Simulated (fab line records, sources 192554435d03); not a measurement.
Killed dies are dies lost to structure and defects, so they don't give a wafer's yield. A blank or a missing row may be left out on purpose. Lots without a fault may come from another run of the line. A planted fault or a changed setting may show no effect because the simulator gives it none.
Which tool did it? | flow n5_finfet | 13 lots, 36 wafers sampled, at 3 steps of a route of 1938

WHAT THE GAUGES READ, wafer by wafer
N5_HKMG_FIN_CD_MEAS_49: target cd 202 nm. Usual: cd_nm 201.8 nm, standard deviation 0.86.
lot  | measured    | on        | cd_nm (nm)        | flag
L649 | day 4 03:00 | cd_sem-03 | 202.1 200.8 201.9 |
L653 | day 4 23:25 | cd_sem-01 | 201.1 200.8       |
L655 | day 5 10:49 | cd_sem-02 | 202.1 201.5       |
L656 | day 5 21:46 | cd_sem-02 | 202.3 202.0       |
L657 | day 6 03:35 | cd_sem-01 | 201.6 200.9 202.5 |
L658 | day 6 06:58 | cd_sem-02 | 201.5 201.4 202.1 |
L660 | day 6 16:34 | cd_sem-02 | 202.9 201.7 203.0 |
L662 | day 7 06:36 | cd_sem-03 | 201.8 202.2 201.7 |
L663 | day 7 11:05 | cd_sem-03 | 201.3 201.5 201.7 |
L666 | day 8 04:44 | cd_sem-01 | 201.7 202.3 201.1 |
L667 | day 8 10:34 | cd_sem-01 | 202.5 202.9 202.7 |
L668 | day 8 16:24 | cd_sem-03 | 203.3 202.7 203.1 |
L671 | day 9 11:14 | cd_sem-02 | 201.3 201.5 201.1 |

WHICH TOOL RAN EACH LOT (tool, then ch and the chambers of the sampled wafers, then the start)
lot  | N5_HKMG_FIN_HK_ALD_01           | N5_HKMG_FIN_HK_ANNEAL_02
L649 | ald_hk-02 ch 0,1,3, day 4 02:03 | rtp_anneal-02 ch 0, day 4 02:16
L653 | ald_hk-02 ch 1,3, day 4 22:22   | rtp_anneal-02 ch 0, day 4 22:39
L655 | ald_hk-03 ch 1,3, day 5 09:52   | rtp_anneal-01 ch 0, day 5 10:03
L656 | ald_hk-03 ch 1,3, day 5 20:56   | rtp_anneal-02 ch 0, day 5 21:14
L657 | ald_hk-03 ch 0,1,2, day 6 02:36 | rtp_anneal-01 ch 0, day 6 02:58
L658 | ald_hk-02 ch 0,1,3, day 6 06:01 | rtp_anneal-02 ch 0, day 6 06:14
L660 | ald_hk-03 ch 1,2, day 6 15:44   | rtp_anneal-02 ch 0, day 6 15:59
L662 | ald_hk-01 ch 1,2,3, day 7 05:46 | rtp_anneal-01 ch 0, day 7 06:01
L663 | ald_hk-02 ch 1,2,3, day 7 10:17 | rtp_anneal-01 ch 0, day 7 10:28
L666 | ald_hk-02 ch 0,1,2, day 8 03:45 | rtp_anneal-02 ch 0, day 8 04:04
L667 | ald_hk-03 ch 0,1,2, day 8 09:38 | rtp_anneal-01 ch 0, day 8 09:49
L668 | ald_hk-01 ch 1,2, day 8 15:35   | rtp_anneal-02 ch 0, day 8 15:46
L671 | ald_hk-02 ch 0,3, day 9 10:23   | rtp_anneal-02 ch 0, day 9 10:40
- N5_HKMG_FIN_HK_ALD_01: deposits HfO2, target thk 1.6 nm, pulse time 3 s, purge time 3 s.
- N5_HKMG_FIN_HK_ANNEAL_02: time 30 s.

WHAT THE TOOLS THEMSELVES READ (means of the sampled wafers that have a number; where no wafer has one, the mark that the record gives instead)
N5_HKMG_FIN_HK_ALD_01. Usual: precursor_pulse_height_rel 0.998, standard deviation 0.02.
lot  | tool      | precursor_pulse_height_rel | flag
L649 | ald_hk-02 | 1.003                      |
L653 | ald_hk-02 | 0.984                      |
L655 | ald_hk-03 | 1.004                      |
L656 | ald_hk-03 | 1.010                      |
L657 | ald_hk-03 | 1.001                      |
L658 | ald_hk-02 | 1.003                      |
L660 | ald_hk-03 | 0.997                      |
L662 | ald_hk-01 | 0.992                      |
L663 | ald_hk-02 | 0.982                      |
L666 | ald_hk-02 | 1.006                      |
L667 | ald_hk-03 | 0.982                      |
L668 | ald_hk-01 | 0.991                      |
L671 | ald_hk-02 | 1.006                      |

N5_HKMG_FIN_HK_ANNEAL_02. Usual: lamp_power_pct 8.80 %, standard deviation 0.05; lamp_zone_6_pct 8.725 %, standard deviation 0.01; wafer_temp_C_max 703.0, standard deviation 0.71.
lot  | tool          | lamp_power_pct (%) | lamp_zone_6_pct (%) | wafer_temp_C_max | flag
L649 | rtp_anneal-02 | 8.83               | 8.723               | 703.1            |
L653 | rtp_anneal-02 | 8.82               | 8.733               | 702.8            |
L655 | rtp_anneal-01 | 8.79               | 8.720               | 702.8            |
L656 | rtp_anneal-02 | 8.79               | 8.716               | 702.5            |
L657 | rtp_anneal-01 | 8.78               | 8.724               | 702.6            |
L658 | rtp_anneal-02 | 8.80               | 8.724               | 702.3            |
L660 | rtp_anneal-02 | 8.78               | 8.732               | 702.7            |
L662 | rtp_anneal-01 | 8.84               | 8.733               | 702.8            |
L663 | rtp_anneal-01 | 8.81               | 8.726               | 703.4            |
L666 | rtp_anneal-02 | 8.76               | 8.730               | 702.5            |
L667 | rtp_anneal-01 | 8.82               | 8.729               | 703.2            |
L668 | rtp_anneal-02 | 8.80               | 8.728               | 702.8            |
L671 | rtp_anneal-02 | 8.80               | 8.725               | 703.0            |

THE ANSWER, worked out from the rows above alone
Rule: a lot is off if the mean of its wafers that have a number lies more than 3 standard deviations from the usual mean. A lot without any number at a reading at which 4 lots or more have one is off too. The other lots that the step has rows for count as sound. The gauges are gone through in route order, then the tools' own readings, and for those a lot's mean is taken as printed above. The first step at which some lot is off is used, and at that step the reading that is off furthest; a lot without a number counts as furthest.
No lot is off at any reading shown: from this, nothing can be told.

WHAT THE SIMULATOR HAD PUT IN
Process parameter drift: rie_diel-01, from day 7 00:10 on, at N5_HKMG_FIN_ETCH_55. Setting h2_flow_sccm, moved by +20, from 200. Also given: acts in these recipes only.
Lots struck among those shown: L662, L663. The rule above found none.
